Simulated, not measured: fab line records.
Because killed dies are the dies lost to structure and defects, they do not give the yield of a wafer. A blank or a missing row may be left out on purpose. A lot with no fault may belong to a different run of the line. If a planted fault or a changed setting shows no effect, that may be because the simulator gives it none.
One fault seen from 2 desks    flow n5-finfet    what lay behind the numbers comes last; until then each desk has only its own

== THE METROLOGY DESK ==
What the gauges read, lot by lot, whatever tool the lot ran on: means of the sampled wafers that have a number. The brackets show how far a lot's mean lies from the usual mean; more than 4 standard deviations puts the lot out of limits, marked OUT. Shown are 7 of the 25 readings it has, namely the first that went out of limits plus those furthest out on some lot.
Columns: A = trench-depth-nm at N5_BEOL_M10_OCD_MEAS_38, usual 149.1 nm; B = M10_THK at N5_BEOL_M10_THK_MEAS_53, usual 138.8 nm; C = M10_RS at N5_BEOL_M10_RS_MEAS_57, usual 0.1507 ohm/sq; D = COMB_M13 at N5_BEOL_M15_RC_MEAS_101, usual 4.7e-12 S/m; E = COMB_M6 at N5_BEOL_M15_RC_MEAS_101, usual 2.6e-11 S/m; F = SERP_M10 at N5_BEOL_M15_RC_MEAS_101, usual 3.05 ohm/um; G = SERP_M10_max_site at N5_BEOL_M15_RC_MEAS_101, usual 3.14 ohm/um
lot   first seen here  A                B                C                  D        E        F                G
L988  day 10 12:17     148.4            137.4            0.1516             4.9e-12  2.6e-11  3.12             3.20
L992  day 11 07:19     148.2            138.0            0.1539             5.8e-12  2.1e-11  3.11             3.19
L998  day 13 02:41     172.4 (+16) OUT  161.5 (+12) OUT  0.1301 (-9.3) OUT  6.9e-12  2.1e-11  2.62 (-7.0) OUT  2.66 (-6.9) OUT
L102  day 13 17:43     171.1 (+15) OUT  157.9 (+10) OUT  0.1333 (-7.9) OUT  4.0e-12  1.7e-11  2.70 (-5.8) OUT  2.81 (-4.7) OUT
L106  day 14 09:32     149.2            138.9            0.1494             4.5e-12  2.1e-11  2.98             3.08
L104  day 14 18:52     148.4            137.2            0.1509             4.7e-12  2.6e-11  3.08             3.25
L109  day 15 21:40     148.8            140.1            0.1500             5.3e-12  3.0e-11  3.00             3.10
Finding of this desk: L102, L998 out of limits; the first was L998 at day 13 02:41, on trench-depth-nm at N5_BEOL_M10_OCD_MEAS_38. Within limits: L988, L992, L106, L104, L109.

== DESK OF THE TOOL OWNER: rie-diel-01 ==
The tool's own readings at N5_BEOL_M10_TRENCH_ETCH_37 (etches SiCOH lowk in C4F6/O2, target depth 148.83 nm, time 48 s): means of the sampled wafers that have a number, for each lot that ran on this tool. The brackets show how far a lot's mean lies from the usual mean; more than 4 standard deviations puts the lot out of limits, marked OUT.
Columns: A = C4F6_flow_sccm at N5_BEOL_M10_TRENCH_ETCH_37, usual 10.00 sccm; B = drypump-motor-current-A at N5_BEOL_M10_TRENCH_ETCH_37, usual 5.5 A; C = oes-product-au at N5_BEOL_M10_TRENCH_ETCH_37, usual 0.81 a.u.; D = rf-vpp-V at N5_BEOL_M10_TRENCH_ETCH_37, usual 663 V; E = showerhead-plenum-p-Torr at N5_BEOL_M10_TRENCH_ETCH_37, usual 2.84 Torr; F = throttle-valve-pct at N5_BEOL_M10_TRENCH_ETCH_37, usual 20.92 %
lot   first seen here  A      B    C     D    E     F
L988  day 10 12:07     9.97   5.6  0.74  658  2.76  20.93
L992  day 11 07:07     9.97   5.6  0.72  664  2.79  20.93
L998  day 13 02:31     10.04  5.8  0.93  662  2.78  20.87
L102  day 13 17:33     10.00  5.3  0.82  662  2.73  20.71
This desk found nothing out of limits on any of the 4 lots.

== PUT TOGETHER ==
At day 13 02:41 the metrology desk could have sounded an alarm, on L102, L998.
Nothing out of limits was seen by the tool owner's desk.
Tool owner's desk: L102, L998 on record, inside its limits.
On rie-diel-01, each named lot ran N5_BEOL_M10_TRENCH_ETCH_37.

== WHAT THE SIMULATOR HAD PUT IN ==
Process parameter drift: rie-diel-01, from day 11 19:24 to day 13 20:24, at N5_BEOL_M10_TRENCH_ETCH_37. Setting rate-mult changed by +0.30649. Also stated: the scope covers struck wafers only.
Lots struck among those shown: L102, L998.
Per desk, hours elapsed from the start of the fault to the first reading out of limits: for the metrology desk, 31.
